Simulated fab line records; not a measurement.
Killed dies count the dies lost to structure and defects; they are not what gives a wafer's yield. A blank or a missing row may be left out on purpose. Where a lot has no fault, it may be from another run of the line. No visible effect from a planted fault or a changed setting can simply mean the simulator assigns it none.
fab line records	flow nandHarc
record: lots: 12	wafers: 36	lastDay: 33
route steps=1302 shown A_SGD_CUT@919 A_SLIT@928
lots that met no fault: from a run of the same line without faults
startH: start of the lot's first displayed wafer, in hours after the record's first day	waitH: how many hours have passed since the lot's step before this one	" repeats the value in the row above	L1.1+2: a row that stands for several wafers	- value missing, or start not given	* or withheld: withheld	< > ~ a bound
route shown NAME@n: names a module that has steps shown in the file, with the first one's number in the route	usual: mean/standard deviation of fault-free wafers	same: alike in all rows	chamber/n: place in a boat	sites: each site's reading	_std_site: the values' standard deviation	_edge_site: mean of outer sites minus mean of inner sites	radiusMm: how far each site lies from the wafer's centre	mask NAME#n: copy n	behind: tool/chamber where the wafer was last shaped	hold: reason for holding the lot/hours on hold/outcome of the hold	device: whichever transistor did not switch (one of n, p or np)	end of line: the tests these same wafers got at the end of their route	a step given without rows: its recipe and nothing more	killed: not the wafer's yield, but the dies lost to structure and defects at the first sort	map: per-die view of a wafer (x killed, . not killed, _ where there is no die)
set.NAME: the run value of the setting; set.NAME@STEP: its run value at that earlier step	model.NAME: the simulator's own value behind a step, which no gauge read
a sample of lots followed through the steps of the route, with each step as a table and each wafer as a row
services: from which hour (startH, from the record's first day; less than 0 if before it) a tool's chamber was out of use, for how many hours, and why
== steps ==
step: NHARC_A_SGD_CUT_ETCHBACK_24
recipe: targetDepthA: 500	overEtchFrac: 0.3	timeS: 92.857	ionEnergyEv: 120	ch3fFlowSccm: 50	o2FlowSccm: 30	arFlowSccm: 200	rfW: 500	biasW: 100	chemistry: CH3F/O2
usual: drypumpMotorCurrentA: 5.7/0.53	o2FlowSccm: 29.99/0.091	oesProductAu: 0.96/0.034	rfFwdPowerW: 496.4/1.9	rfVppV: 244.2/1.8	showerheadPlenumPTorr: 2.44/0.11	throttleValvePct: 20.664/0.0084
lot.wafer	tool	chamber	startH	waitH	drypumpMotorCurrentA	o2FlowSccm	oesProductAu	rfFwdPowerW	rfHoursCounterH	rfVppV	showerheadPlenumPTorr	throttleValvePct
L294.4	rieDiel-11	0	453.09	0.2	5.9	30.02	0.93	495.9	1	245.9	2.49	20.676
L294.3	"	1	"	"	6.7	30.04	0.93	496.5	1	242.6	2.36	20.655
L294.5	"	2	"	"	5.2	29.92	0.94	492.5	-	244.7	2.39	20.661
L299.1	rieDiel-11	0	494.10	0.2	5.9	30.06	1.00	497.7	5	246.3	2.48	20.654
L299.6	"	3	"	"	5.0	30.00	0.99	495.6	-	244.3	2.30	20.661
L299.5	"	0	"	"	5.9	30.05	0.99	497.1	-	244.7	2.48	20.662
L297.4	rieDiel-06	0	494.17	0.1	5.9	30.03	1.01	497.0	0	245.9	2.52	20.681
L297.3	"	2	"	"	5.5	29.89	1.00	492.0	0	245.1	2.56	20.656
L297.6	"	1	"	"	6.4	30.08	1.00	496.9	-	245.2	2.53	20.666
L298.4	rieDiel-08	1	497.31	0.1	6.3	30.05	1.00	499.6	8	245.5	2.62	20.684
L298.3	"	3	"	"	4.8	30.03	1.01	497.4	8	244.2	2.30	20.678
L298.5	"	1	"	"	6.4	29.89	1.00	498.2	-	246.9	2.62	20.661
L300.4	rieDiel-08	1	504.36	0.2	6.3	29.91	0.99	497.6	9	245.9	2.62	20.662
L300.2	"	2	"	"	5.8	29.90	0.99	498.1	9	242.4	2.32	20.657
L300.5	"	0	"	"	5.7	30.06	1.00	497.4	-	243.3	2.44	20.654
L301.3	rieDiel-08	0	526.48	0.1	5.7	29.91	0.93	498.0	11	242.6	2.44	20.652
L301.4	"	0	"	"	5.7	29.84	0.91	497.2	-	244.4	2.44	20.661
L301.6	"	1	"	"	6.3	30.10	0.92	493.4	-	246.2	2.62	20.671
L304.1	rieDiel-06	1	546.69	0.2	6.4	29.69	0.96	497.9	2	244.4	2.53	20.659
L304.4	"	3	"	"	5.7	29.92	0.97	494.9	3	244.8	2.56	20.661
L304.3	"	0	"	"	5.9	30.05	0.96	497.1	3	244.6	2.52	20.668
L307.2	rieDiel-11	2	584.23	0.2	5.2	30.06	0.92	494.8	14	242.8	2.38	20.664
L307.3	"	0	"	"	5.9	29.98	0.92	496.4	12	244.8	2.48	20.644
L307.6	"	0	"	"	5.9	29.92	0.93	495.8	-	245.2	2.48	20.660
L310.1	rieDiel-06	1	627.16	0.2	6.4	29.98	0.94	495.6	5	246.0	2.53	20.661
L310.3	"	2	"	"	5.5	30.00	0.95	494.6	6	245.7	2.56	20.662
L310.6	"	0	"	"	5.9	29.93	0.96	494.6	-	245.7	2.52	20.649
L312.4	rieDiel-11	0	640.17	0.1	5.9	29.90	0.93	498.2	2	244.0	2.48	20.664
L312.1	"	1	"	"	6.7	29.97	0.93	496.5	2	242.3	2.35	20.653
L312.5	"	1	"	"	6.8	29.94	0.92	496.8	-	242.4	2.35	20.656
L313.1	rieDiel-08	2	654.40	0.2	5.8	29.92	0.97	498.2	5	244.3	2.32	20.666
L313.4	"	0	"	"	5.7	29.96	0.98	497.3	6	243.3	2.43	20.668
L313.6	"	2	"	"	5.8	29.95	0.97	496.6	-	242.3	2.32	20.672
L315.3	rieDiel-11	3	658.75	0.1	5.0	30.19	0.93	498.6	4	240.6	2.30	20.668
L315.4	"	0	"	"	5.9	29.90	0.92	498.0	4	244.7	2.48	20.673
L315.5	"	3	"	"	5.1	30.20	0.91	495.1	-	242.2	2.30	20.671
step: NHARC_A_SLIT_SOFTBAKE_04
recipe: tempC: 105	timeS: 55
usual: heaterPowerTotalW: 188.45/0.13	resistLineTempC: 23.00/0.12
lot.wafer	tool	chamber	startH	waitH	heaterPowerTotalW	resistLineTempC
L294.3	lithoTrack-06	0	459	-	188.36	23.07
L294.4	"	0	"	"	188.36	23.02
L294.5	"	0	"	"	188.45	23.15
L299.1	lithoTrack-01	0	499	-	188.66	22.86
L299.5	"	0	"	"	188.43	22.87
L299.6	"	0	"	"	188.32	22.85
L297.3	lithoTrack-04	0	501	-	188.36	22.98
L297.4	"	0	"	"	188.62	23.03
L297.6	"	0	"	"	188.31	22.99
L298.3	lithoTrack-06	0	509	-	188.36	22.95
L298.4	"	0	"	"	188.35	22.86
L298.5	"	0	"	"	188.66	22.96
L300.2	lithoTrack-06	0	514	-	188.53	22.93
L300.4	"	0	"	"	188.44	23.00
L300.5	"	0	"	"	188.47	23.04
L301.3	lithoTrack-04	0	531	-	188.47	22.97
L301.4	"	0	"	"	188.51	22.85
L301.6	"	0	"	"	188.30	22.94
L304.1	lithoTrack-01	0	553	-	188.33	23.04
L304.3	"	0	"	"	188.31	22.90
L304.4	"	0	"	"	188.30	23.02
L307.2	lithoTrack-06	0	589	-	188.59	23.01
L307.3	"	0	"	"	188.29	23.17
L307.6	"	0	"	"	188.30	23.22
L310.1	lithoTrack-04	0	631	-	188.30	22.90
L310.3	"	0	"	"	188.43	22.96
L310.6	"	0	"	"	188.38	22.94
L312.1	lithoTrack-06	0	644	-	203.74	22.88
L312.4	"	0	"	"	203.68	23.04
L312.5	"	0	"	"	203.84	23.19
L313.1	lithoTrack-06	0	659	-	203.95	23.03
L313.4	"	0	"	"	203.49	22.99
L313.6	"	0	"	"	203.68	23.08
L315.3	lithoTrack-04	0	664	-	188.35	23.17
L315.4	"	0	"	"	188.40	23.04
L315.5	"	0	"	"	188.40	22.94
step: NHARC_A_SLIT_INSPECT_11
usual: rawDefectCount: 53/32
lot.wafer	tool	chamber	startH	waitH	rawDefectCount
L294.3	defectInspect-02	-	459.54	0.0	80
L294.4	"	-	"	"	79
L294.5	"	-	"	"	92
L299.1	defectInspect-02	-	499.76	0.0	60
L299.5	"	-	"	"	63
L299.6	"	-	"	"	66
L297.3	defectInspect-01	-	502.37	0.0	105
L297.4	"	-	"	"	115
L297.6	"	-	"	"	130
L298.3	defectInspect-01	-	509.61	0.0	57
L298.4	"	-	"	"	79
L298.5	"	-	"	"	53
L300.2	defectInspect-02	-	515.16	0.0	32
L300.4	"	-	"	"	51
L300.5	"	-	"	"	36
L301.3	defectInspect-01	-	531.82	0.0	33
L301.4	"	-	"	"	44
L301.6	"	-	"	"	42
L304.1	defectInspect-02	-	553.69	0.0	77
L304.3	"	-	"	"	85
L304.4	"	-	"	"	81
L307.2	defectInspect-01	-	589.70	0.0	81
L307.3	"	-	"	"	98
L307.6	"	-	"	"	90
L310.1	defectInspect-01	-	632.36	0.0	27
L310.3	"	-	"	"	33
L310.6	"	-	"	"	25
L312.1	defectInspect-02	-	645.26	0.0	18
L312.4	"	-	"	"	23
L312.5	"	-	"	"	25
L313.1	defectInspect-01	-	659.75	0.0	25
L313.4	"	-	"	"	22
L313.6	"	-	"	"	36
L315.3	defectInspect-02	-	665.07	0.0	15
L315.4	"	-	"	"	17
L315.5	"	-	"	"	13
step: NHARC_A_SLIT_DESCUM_14
recipe: timeS: 3	o2FlowSccm: 200	arFlowSccm: 0	biasPowerW: 0	chemistry: O2
usual: drypumpMotorCurrentA: 6.0/0.48	o2FlowSccm: 199.9/0.59	oesProductAu: 1.001/0.0075	rfVppV: 57.9/0.82	showerheadPlenumPTorr: 1.93/0.073	throttleValvePct: 11.312/0.0099
lot.wafer	tool	chamber	startH	waitH	drypumpMotorCurrentA	o2FlowSccm	oesProductAu	rfHoursCounterH	rfVppV	showerheadPlenumPTorr	throttleValvePct
L294.4	rieDiel-12	3	459.61	0.1	5.9	200.4	1.005	0	57.9	1.90	11.320
L294.3	"	1	"	"	6.2	200.0	0.997	0	59.5	1.95	11.302
L294.5	"	3	"	"	5.9	200.1	1.000	-	57.8	1.90	11.305
L299.1	rieDiel-07	2	499.85	0.1	5.7	199.6	1.010	0	57.4	1.96	11.305
L299.5	"	3	"	"	5.9	200.6	1.008	-	58.3	1.94	11.329
L299.6	"	0	"	"	6.4	199.9	1.005	-	58.4	2.00	11.312
L297.4	rieDiel-07	2	502.44	0.1	5.7	200.2	1.003	1	59.0	1.96	11.317
L297.3	"	3	"	"	5.9	200.5	1.006	1	57.6	1.94	11.314
L297.6	"	0	"	"	6.4	200.7	0.994	-	57.3	2.00	11.310
L298.3	rieDiel-03	1	509.68	0.1	6.7	199.4	0.983	4	56.8	1.91	11.297
L298.4	"	2	"	"	5.6	199.3	0.991	4	58.7	1.80	11.306
L298.5	"	1	"	"	6.7	199.3	0.992	-	57.6	1.91	11.311
L300.2	rieDiel-03	0	515.22	0.1	6.0	199.5	0.998	4	57.1	1.89	11.311
L300.4	"	2	"	"	5.7	199.8	0.993	5	57.0	1.80	11.310
L300.5	"	0	"	"	6.0	199.9	0.991	-	58.0	1.89	11.312
L301.3	rieDiel-12	3	531.88	0.1	5.9	199.9	0.999	4	57.4	1.90	11.317
L301.6	"	3	"	"	5.9	200.9	0.993	-	57.3	1.90	11.331
L301.4	"	0	"	"	4.7	199.3	0.993	-	58.1	1.89	11.309
L304.4	rieDiel-03	3	553.75	0.1	6.0	198.8	0.990	6	57.5	1.79	11.308
L304.3	"	1	"	"	6.7	199.4	1.000	8	56.7	1.91	11.301
L304.1	"	2	"	"	5.6	199.6	0.997	8	57.2	1.80	11.315
L307.3	rieDiel-12	1	589.76	0.1	6.2	199.9	0.985	6	57.0	1.95	11.310
L307.2	"	2	"	"	6.5	200.2	0.995	8	57.9	2.02	11.306
L307.6	"	2	"	"	6.5	201.6	0.995	-	57.7	2.02	11.298
L310.1	rieDiel-12	2	632.43	0.1	6.5	200.3	0.998	0	58.2	2.02	11.315
L310.3	"	0	"	"	4.8	200.1	1.008	0	57.3	1.89	11.302
L310.6	"	1	"	"	6.2	199.6	1.017	-	58.7	1.95	11.302
L312.4	rieDiel-07	0	645.32	0.1	6.4	199.7	1.004	8	58.0	2.00	11.323
L312.1	"	2	"	"	5.7	200.3	1.004	7	57.0	1.96	11.334
L312.5	"	0	"	"	6.4	200.6	1.009	-	58.6	2.00	11.311
L313.1	rieDiel-07	0	659.81	0.1	6.4	199.7	0.987	0	57.8	2.00	11.311
L313.4	"	3	"	"	5.9	199.7	1.001	0	56.7	1.94	11.318
L313.6	"	0	"	"	6.4	199.5	0.984	-	58.3	2.00	11.299
L315.3	rieDiel-03	3	665.13	0.1	6.0	200.4	1.007	1	56.5	1.79	11.301
L315.4	"	1	"	"	6.7	200.2	1.012	0	58.9	1.91	11.304
L315.5	"	0	"	"	6.0	200.3	1.004	-	58.3	1.89	11.323
== services ==
tool	chamber	startH	hours	kind
rieDiel-11	-	432.51	9.0	pm
rieDiel-07	3	443.91	2.6	repair
rieDiel-12	-	445.40	9.0	pm
rieDiel-03	-	458.30	9.0	pm
rieDiel-07	-	471.20	9.0	pm
rieDiel-11	2	517.27	3.4	repair
rieDiel-08	0	524.87	1.2	repair
rieDiel-08	3	525.83	2.9	repair
rieDiel-12	1	528.96	4.9	repair
lithoTrack-06	-	529.00	7.0	pm
rieDiel-11	3	531.37	18.0	repair
rieDiel-08	-	537.63	0.2	repair
rieDiel-08	1	541.53	6.8	repair
rieDiel-08	-	544.83	9.0	pm
lithoTrack-04	-	553.00	7.0	pm
rieDiel-08	2	566.74	4.3	repair
rieDiel-11	0	572.41	5.9	repair
rieDiel-08	2	573.86	6.3	repair
rieDiel-08	2	581.42	3.8	repair
rieDiel-11	3	581.60	6.5	repair
rieDiel-11	0	589.40	23.2	repair
rieDiel-03	1	590.46	2.6	repair
rieDiel-11	-	609.51	9.0	pm
rieDiel-12	-	622.40	9.0	pm
== key ==
firstSign: step: NHARC_A_SLIT_SOFTBAKE_04	reading: heaterPowerTotalW	direction: up	sigmas: 99+	usual: *	struck: *
effect none on later readings
metAt NHARC_A_SLIT_SOFTBAKE_04
struckLots L312,L313
rowsEnd L313.1,L313.4,L313.6
testerLeftOut L312
notActingAt NHARC_A_SGD_CUT_ETCHBACK_24,NHARC_A_SLIT_INSPECT_11,NHARC_A_SLIT_DESCUM_14
onsetBetween 589 644
fault: kind: processParameterDrift	tool: lithoTrack-06	chamber: -	onsetH: 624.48	steps: NHARC_A_SLIT_SOFTBAKE_04	channel: timeS	offset: *	shape: step	actsIn: *	stated: *
testerLeftOut: of these lots the tester's yield and bins aren't shown, on N5 and GAA mostly nor the transistor test; their killed dies are dies lost to structure and defects alone, not to doping, threshold or leakage, so they don't give the yield
rowsEnd: these wafers met a further fault down the route, and their rows from its step on are left out
